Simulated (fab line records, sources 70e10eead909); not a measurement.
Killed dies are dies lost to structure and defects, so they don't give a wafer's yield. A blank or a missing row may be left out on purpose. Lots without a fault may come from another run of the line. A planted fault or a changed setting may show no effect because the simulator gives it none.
Which tool did it? | flow nand_harc | 13 lots, 39 wafers sampled, at 5 steps of a route of 1302

WHAT THE GAUGES READ, wafer by wafer
NHARC_A_M1_THK_MEAS_24: measures by xrf. Usual: thk_nm 154.5 nm, standard deviation 1.5.
lot  | measured     | on            | thk_nm (nm)       | flag
L314 | day 23 10:23 | film_metro-02 | 155.7 155.9 155.1 |
L315 | day 23 18:48 | film_metro-01 | 153.5 157.2 155.2 |
L317 | day 24 12:10 | film_metro-02 | 154.6 152.0 154.9 |
L316 | day 24 13:05 | film_metro-01 | 153.1 151.0 153.0 |
L318 | day 25 06:04 | film_metro-02 | 156.2 156.9 156.2 |
L325 | day 27 21:35 | film_metro-02 | 154.2 156.6 156.2 |
L328 | day 29 11:03 | film_metro-02 | 153.7 156.6 155.1 |
L329 | day 30 04:19 | film_metro-01 | 154.5 154.6 151.8 |
L330 | day 30 05:43 | film_metro-02 | 152.4 152.2 154.4 |
L331 | day 31 05:05 | film_metro-01 | 153.5 153.9 154.7 |
L335 | day 31 19:11 | film_metro-01 | 152.8 155.3 153.0 |
L333 | day 32 03:31 | film_metro-01 | 155.2 156.3 154.1 |
L336 | day 32 06:51 | film_metro-02 | 157.3 154.3 155.8 |

NHARC_END_SORT_01. Usual: defect_limited_yield 90 %, standard deviation 3.3; killed_at_array 61, standard deviation 23; killed_at_other 1.3, standard deviation 1.4; killed_at_periphery 4.0, standard deviation 2.6; killed_dies 66, standard deviation 22; killed_open 3.4, standard deviation 1.8; killed_short 2.3, standard deviation 1.4.
lot  | measured     | on        | defect_limited_yield (%) | killed_at_array | killed_at_other | killed_at_periphery | killed_dies | killed_open | killed_short | flag
L314 | day 24 18:42 | prober-02 | 90 90 89                 | 59 60 67        | 2 2 1           | 5 4 8               | 66 66 76    | 4 3 4       | 2 2 2        |
L315 | day 25 04:36 | prober-02 | 91 92 94                 | 55 52 44        | 1 1 0           | 2 2 0               | 58 55 44    | 4 0 6       | 1 3 3        |
L317 | day 25 20:53 | prober-01 | 90 91 92                 | 63 56 48        | 1 0 1           | 5 4 5               | 69 60 54    | 6 2 0       | 3 3 3        |
L316 | day 25 21:42 | prober-02 | 90 88 88                 | 61 74 70        | 4 3 1           | 5 2 12              | 70 79 83    | 1 4 4       | 1 1 1        |
L318 | day 26 16:12 | prober-01 | 87 89 92                 | 81 70 50        | 2 2 3           | 3 1 3               | 86 73 56    | 4 3 0       | 1 1 1        |
L325 | day 29 05:47 | prober-01 | 90 89 91                 | 64 70 56        | 4 1 0           | 1 2 5               | 69 73 61    | 4 5 4       | 3 1 4        |
L328 | day 31 02:49 | prober-02 | 90 91 91                 | 56 54 52        | 5 6 3           | 5 1 6               | 66 61 61    | 4 3 3       | 3 2 0        |
L329 | day 31 12:43 | prober-01 | 85 86 90                 | 90 84 67        | 2 3 1           | 8 6 3               | 100 93 71   | 7 4 2       | 4 1 2        |
L330 | day 31 13:34 | prober-02 | 92 91 90                 | 50 55 60        | 0 0 1           | 6 3 6               | 56 58 67    | 5 3 4       | 3 3 2        |
L331 | day 32 21:49 | prober-02 | 89 88 88                 | 68 66 74        | 1 2 1           | 5 12 7              | 74 80 82    | 4 3 1       | 4 0 1        |
L335 | day 33 04:49 | prober-02 | 90 89 88                 | 62 70 74        | 2 3 0           | 4 4 4               | 68 77 78    | 1 6 4       | 2 3 3        |
L333 | day 33 12:38 | prober-02 | 91 91 89                 | 52 55 72        | 3 3 1           | 3 1 4               | 58 59 77    | 3 4 3       | 1 1 1        |
L336 | day 33 12:38 | prober-01 | 95 93 94                 | 28 43 40        | 2 3 1           | 4 3 1               | 34 49 42    | 5 1 4       | 2 3 1        |

WHICH TOOL RAN EACH LOT (tool, then ch and the chambers of the sampled wafers, then the start)
lot  | NHARC_A_M1_PRE_CLEAN_32         | NHARC_A_BONDPAD_EXPOSE_06         | NHARC_A_BONDPAD_DESCUM_11
L314 | pecvd-01 ch 0,2, day 23 10:38   | krf_scanner-02 ch 0, day 23 12:19 | rie_diel-07 ch 2,3, day 23 12:41
L315 | pecvd-04 ch 0,2, day 23 19:02   | krf_scanner-01 ch 0, day 23 20:44 | rie_diel-11 ch 1,2,3, day 23 21:05
L317 | pecvd-01 ch 0,1,2, day 24 12:24 | krf_scanner-04 ch 0, day 24 14:14 | rie_diel-07 ch 0,1,2, day 24 14:35
L316 | pecvd-01 ch 0,2, day 24 13:20   | krf_scanner-02 ch 0, day 24 15:03 | rie_diel-07 ch 1,2, day 24 15:26
L318 | pecvd-03 ch 0,1,2, day 25 06:19 | krf_scanner-04 ch 0, day 25 08:03 | rie_diel-07 ch 0,2,3, day 25 08:25
L325 | pecvd-01 ch 0,1, day 27 21:49   | krf_scanner-04 ch 0, day 27 23:23 | rie_diel-07 ch 1,2, day 27 23:45
L328 | pecvd-03 ch 0,2, day 29 11:18   | krf_scanner-02 ch 0, day 29 12:53 | rie_diel-07 ch 0,3, day 29 13:15
L329 | pecvd-04 ch 0,1, day 30 04:36   | krf_scanner-04 ch 0, day 30 06:19 | rie_diel-07 ch 0,2,3, day 30 06:41
L330 | pecvd-01 ch 0,2, day 30 05:56   | krf_scanner-02 ch 0, day 30 07:39 | rie_diel-07 ch 0,2,3, day 30 08:01
L331 | pecvd-04 ch 0,1, day 31 05:20   | krf_scanner-02 ch 0, day 31 06:54 | rie_diel-11 ch 0,1,3, day 31 07:16
L335 | pecvd-01 ch 0,1,2, day 31 19:25 | krf_scanner-01 ch 0, day 31 21:06 | rie_diel-07 ch 1,3, day 31 21:29
L333 | pecvd-03 ch 1,2, day 32 03:45   | krf_scanner-01 ch 0, day 32 05:42 | rie_diel-07 ch 0,1, day 32 06:04
L336 | pecvd-04 ch 0,1,2, day 32 07:05 | krf_scanner-01 ch 0, day 32 08:40 | rie_diel-07 ch 1,2,3, day 32 09:01
- NHARC_A_M1_PRE_CLEAN_32: time 12 s.
- NHARC_A_BONDPAD_EXPOSE_06: exposes mask A BPAD.
- NHARC_A_BONDPAD_DESCUM_11: chemistry O2, time 3 s.

WHAT THE TOOLS THEMSELVES READ (means of the sampled wafers that have a number; where no wafer has one, the mark that the record gives instead)
NHARC_A_M1_PRE_CLEAN_32. Usual: heater_power_w 633 W, standard deviation 60.
lot  | tool     | heater_power_w (W) | flag
L314 | pecvd-01 | 588                |
L315 | pecvd-04 | 639                |
L317 | pecvd-01 | 611                |
L316 | pecvd-01 | 686                |
L318 | pecvd-03 | 629                |
L325 | pecvd-01 | 642                |
L328 | pecvd-03 | 647                |
L329 | pecvd-04 | 681                |
L330 | pecvd-01 | 626                |
L331 | pecvd-04 | 687                |
L335 | pecvd-01 | 635                |
L333 | pecvd-03 | 619                |
L336 | pecvd-04 | 634                |

NHARC_A_BONDPAD_EXPOSE_06. Usual: exposure_dose_mJ_cm2 37.00, standard deviation 0.031.
lot  | tool           | exposure_dose_mJ_cm2 | flag
L314 | krf_scanner-02 | 37.04                |
L315 | krf_scanner-01 | 37.03                |
L317 | krf_scanner-04 | 37.00                |
L316 | krf_scanner-02 | 36.95                |
L318 | krf_scanner-04 | 36.99                |
L325 | krf_scanner-04 | 38.78                | OFF
L328 | krf_scanner-02 | 36.99                |
L329 | krf_scanner-04 | 38.41                | OFF
L330 | krf_scanner-02 | 36.99                |
L331 | krf_scanner-02 | 36.99                |
L335 | krf_scanner-01 | 37.02                |
L333 | krf_scanner-01 | 37.00                |
L336 | krf_scanner-01 | 37.02                |

NHARC_A_BONDPAD_DESCUM_11. Usual: drypump_motor_current_A 5.7 A, standard deviation 0.43; mfc_ar_sccm 0.005 sccm, standard deviation 0.0075; oes_product_au 1.002 a.u., standard deviation 0.0073; rf_vpp_V 58.0 V, standard deviation 0.85; showerhead_plenum_p_Torr 1.96 Torr, standard deviation 0.079; throttle_valve_pct 11.312 %, standard deviation 0.0091.
lot  | tool        | drypump_motor_current_A (A) | mfc_ar_sccm (sccm) | oes_product_au (a.u.) | rf_vpp_V (V) | showerhead_plenum_p_Torr (Torr) | throttle_valve_pct (%) | flag
L314 | rie_diel-07 | 5.6                         | 0.006              | 1.003                 | 58.9         | 1.98                            | 11.316                 |
L315 | rie_diel-11 | 5.4                         | 0.001              | 1.010                 | 58.9         | 2.07                            | 11.313                 |
L317 | rie_diel-07 | 5.8                         | 0.009              | 0.997                 | 57.4         | 1.93                            | 11.312                 |
L316 | rie_diel-07 | 5.9                         | 0.012              | 1.002                 | 57.6         | 1.89                            | 11.315                 |
L318 | rie_diel-07 | 5.6                         | 0.006              | 1.006                 | 57.9         | 1.97                            | 11.315                 |
L325 | rie_diel-07 | 6.1                         | 0.015              | 1.009                 | 57.9         | 1.92                            | 11.308                 |
L328 | rie_diel-07 | 5.3                         | 0.000              | 1.008                 | 57.9         | 1.98                            | 11.301                 |
L329 | rie_diel-07 | 5.6                         | 0.006              | 1.010                 | 57.8         | 1.97                            | 11.305                 |
L330 | rie_diel-07 | 5.6                         | 0.006              | 1.002                 | 58.5         | 1.97                            | 11.307                 |
L331 | rie_diel-11 | 5.8                         | 0.001              | 0.998                 | 57.4         | 1.97                            | 11.310                 |
L335 | rie_diel-07 | 5.4                         | 0.003              | 1.010                 | 58.8         | 1.94                            | 11.325                 |
L333 | rie_diel-07 | 5.6                         | 0.005              | 1.007                 | 58.4         | 1.89                            | 11.321                 |
L336 | rie_diel-07 | 5.7                         | 0.009              | 1.002                 | 57.9         | 1.93                            | 11.315                 |

THE ANSWER, worked out from the rows above alone
Rule: a lot is off if the mean of its wafers that have a number lies more than 3 standard deviations from the usual mean. A lot without any number at a reading at which 4 lots or more have one is off too. The other lots that the step has rows for count as sound. The gauges are gone through in route order, then the tools' own readings, and for those a lot's mean is taken as printed above. The first step at which some lot is off is used, and at that step the reading that is off furthest; a lot without a number counts as furthest.
Off: L325, L329, at NHARC_A_BONDPAD_EXPOSE_06 (exposure_dose_mJ_cm2).
A tool fits if, at that step or a process step before it, it ran every lot that is off, and no sound lot after the first of them. One fits: krf_scanner-04 at NHARC_A_BONDPAD_EXPOSE_06. Its last sound lot is L318 (day 25 08:03), its first lot that is off L325 (day 27 23:23): a fault that began between those two fits.
The tool's own readings at NHARC_A_BONDPAD_EXPOSE_06 bear it out: on the lots that are off they differ by more than 5 times the standard deviation of the sound lots' means. exposure_dose_mJ_cm2 reads 38.59 there against 37.00 on the sound lots.

WHAT THE SIMULATOR HAD PUT IN
Process parameter drift: krf_scanner-04, from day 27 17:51 on, at NHARC_A_BONDPAD_EXPOSE_06. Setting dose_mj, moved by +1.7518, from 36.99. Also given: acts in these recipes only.
Lots struck among those shown: L325, L329. The rule above found the same.
